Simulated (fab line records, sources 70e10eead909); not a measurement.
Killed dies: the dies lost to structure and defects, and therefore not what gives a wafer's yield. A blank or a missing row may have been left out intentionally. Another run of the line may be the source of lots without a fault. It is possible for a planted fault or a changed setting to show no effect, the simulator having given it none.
2 desks, one fault + flow nand_harc + what lay behind the numbers comes last; until then each desk has only its own

## FROM THE METROLOGY DESK
What the gauges read for every lot (on any tool): the sampled wafers with a number, averaged. If a lot's mean is further than 4 standard deviations from the usual mean, the lot is out of limits and carries the mark OUT (the distance appears in the brackets).
Columns: A = cd_nm at NHARC_THIN_TSV_CD_MEAS_16, usual 1002.0 nm
| lot  | first seen here | A      |
|------|-----------------|--------|
| L519 | day 24 11:05    | 1004.7 |
| L518 | day 24 17:05    | 1002.2 |
| L520 | day 25 12:16    | 999.2  |
| L522 | day 25 17:53    | 1001.6 |
| L524 | day 26 10:14    | 1000.8 |
| L526 | day 27 18:28    | 1002.7 |
| L527 | day 28 05:46    | 999.2  |
| L528 | day 28 16:15    | 1002.0 |
| L530 | day 29 17:47    | 999.2  |
| L532 | day 29 22:49    | 1003.7 |
| L534 | day 32 03:33    | 1002.9 |
| L537 | day 32 14:03    | 1005.2 |
| L539 | day 32 16:29    | 1001.9 |
| L540 | day 33 03:50    | 1004.0 |
This desk found nothing out of limits on any of the 14 lots.

## THE TOOL OWNER'S DESK: pvd_sputter-03
The tool's own readings at NHARC_P_M2_PVD_21 (deposits Cu, target thk 30 nm, time 20.49 s): means of the sampled wafers that have a number, for each lot that ran on this tool. If a lot's mean is further than 4 standard deviations from the usual mean, the lot is out of limits and carries the mark OUT (the distance appears in the brackets).
Columns: A = throttle_valve_pct at NHARC_P_M2_PVD_21, usual 29.9 %
| lot  | first seen here | A    |
|------|-----------------|------|
| L519 | day 7 16:22     | 29.7 |
| L520 | day 7 23:43     | 29.8 |
| L524 | day 9 14:42     | 30.0 |
| L526 | day 10 13:42    | 30.3 |
| L527 | day 10 17:03    | 29.3 |
| L530 | day 12 07:10    | 30.8 |
| L534 | day 13 21:55    | 30.5 |
| L537 | day 15 11:20    | 29.8 |
This desk found nothing out of limits on any of the 8 lots.

## TAKEN TOGETHER
At the metrology desk, nothing out of limits was observed.
The tool owner's desk saw nothing out of limits.

## WHAT THE SIMULATOR PUT IN
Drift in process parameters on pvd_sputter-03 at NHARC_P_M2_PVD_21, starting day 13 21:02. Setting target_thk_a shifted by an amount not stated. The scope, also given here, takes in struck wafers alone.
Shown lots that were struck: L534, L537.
